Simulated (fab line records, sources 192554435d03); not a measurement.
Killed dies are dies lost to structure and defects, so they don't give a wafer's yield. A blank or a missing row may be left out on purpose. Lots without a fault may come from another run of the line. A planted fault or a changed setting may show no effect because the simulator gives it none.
Split-lot experiment | flow n5_finfet | 7 lots, 21 wafers read, on a route of 1938 steps

THE SPLIT
At N5_BEOL_M5_VIA_ETCH_34 (etches SiCOH lowk in C4F6/O2, target depth 88.3 nm, time 39.2 s), the setting source_w was moved away from the recipe's 345 W on 7 of the 21 wafers read, by -13.8% to +11.1%. The other wafers ran this setting at the recipe's value.

The reading is taken at the split's own step.

THE READING
rf_vpp_V, in V, at N5_BEOL_M5_VIA_ETCH_34 (etches SiCOH lowk in C4F6/O2, target depth 88.3 nm, time 39.2 s). Fault-free wafers of this fab line usually give 671 V, standard deviation 10 V.

wafer  | tool, chamber at the split | source_w as run, W | against the recipe | rf_vpp_V, V | against lot-mates on the recipe
L076.1 | rie_diel-02, 2             | 324.2              | -6.0%              | 701         | +32
L076.2 | rie_diel-02, 3             | 345                | recipe             | 669         | -
L076.5 | rie_diel-02, 1             | 324.2              | -6.0%              | 694         | +25
L080.3 | rie_diel-02, 3             | 383.2              | +11.1%             | 632         | -36
L080.5 | rie_diel-02, 2             | 383.2              | +11.1%             | 643         | -25
L080.6 | rie_diel-02, 3             | 345                | recipe             | 668         | -
L088.2 | rie_diel-04, 2             | 314.3              | -8.9%              | 720         | +56
L088.5 | rie_diel-04, 0             | 345                | recipe             | 672         | -
L088.6 | rie_diel-04, 3             | 345                | recipe             | 657         | -
L089.2 | rie_diel-05, 3             | 345                | recipe             | 667         | -
L089.5 | rie_diel-05, 3             | 345                | recipe             | 668         | -
L089.6 | rie_diel-05, 2             | 345                | recipe             | 657         | -
L092.1 | rie_diel-02, 1             | 364.5              | +5.7%              | 653         | -24
L092.3 | rie_diel-02, 0             | 345                | recipe             | 675         | -
L092.4 | rie_diel-02, 2             | 345                | recipe             | 679         | -
L095.1 | rie_diel-05, 2             | 345                | recipe             | 656         | -
L095.4 | rie_diel-05, 0             | 345                | recipe             | 696         | -
L095.6 | rie_diel-05, 2             | 345                | recipe             | 656         | -
L097.2 | rie_diel-04, 3             | 345                | recipe             | 658         | -
L097.3 | rie_diel-04, 2             | 297.5              | -13.8%             | 740         | +68
L097.6 | rie_diel-04, 2             | 345                | recipe             | 686         | -

THE FIT
A straight line over all 21 wafers: rf_vpp_V changes by -4.11 V for each +1% of source_w; r = -0.89; the points scatter about the line by 12 V.
The same after taking each lot's own level away (the mean of its wafers on the recipe; 21 wafers): -4.14 V for each +1%; r = -0.90; scatter 11 V.
On that fit, the largest move of source_w shifts the reading by 57 V.
The lots' own levels span 664.0 to 677.0 V, that is 1.3 times the standard deviation above.
So the lot-to-lot level changes the slope little: the two slopes agree.
Check: with one of the wafers moved furthest among these (-13.8%) left out of the fit, the line predicts +56.2 V for it against its lot-mates. It came out at +68 V against them.
Tool readings at the split's step, against how far the setting was moved: rf_vpp_V r = -0.89.

OTHER SPLITS ON THESE WAFERS
These wafers also went through other splits before the reading. Each is held against what the fit with the lots' levels taken away leaves over:
other split on the same wafers   | wafers away from the commonest value | r with rf_vpp_V (lot level and that fit taken away)
N5_BEOL_M3_COAT_22 spin_rpm      | 10                                   | +0.28
N5_BEOL_M4_EXPOSE_08 dose_mj     | 8                                    | -0.50
N5_BEOL_M4_ETCH_64 bias_w        | 7                                    | +0.22
N5_BEOL_M4_TRENCH_ETCH_37 bias_w | 8                                    | -0.30
N5_BEOL_M5_ETCH_68 time_s        | 7                                    | +0.05

THE WHOLE CHAIN: every reading that the file lists as answering this split, in the file's order
step                   | what it does                                                    | reading                                                        | change (the file's fit)               | r (the file's)
N5_BEOL_M5_VIA_ETCH_34 | etches SiCOH lowk in C4F6/O2, target depth 88.3 nm, time 39.2 s | rf_vpp_V                                                       | -4.51 V for each +1% of the setting   | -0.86
N5_BEOL_M5_VIA_ETCH_34 | etches SiCOH lowk in C4F6/O2, target depth 88.3 nm, time 39.2 s | etch.depth_nm (the simulator's own value, which no gauge read) | +0.385 nm for each +1% of the setting | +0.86

THE FILE'S OWN FIT
rf_vpp_V changes by -4.51 V for each +1% of source_w, r = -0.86.
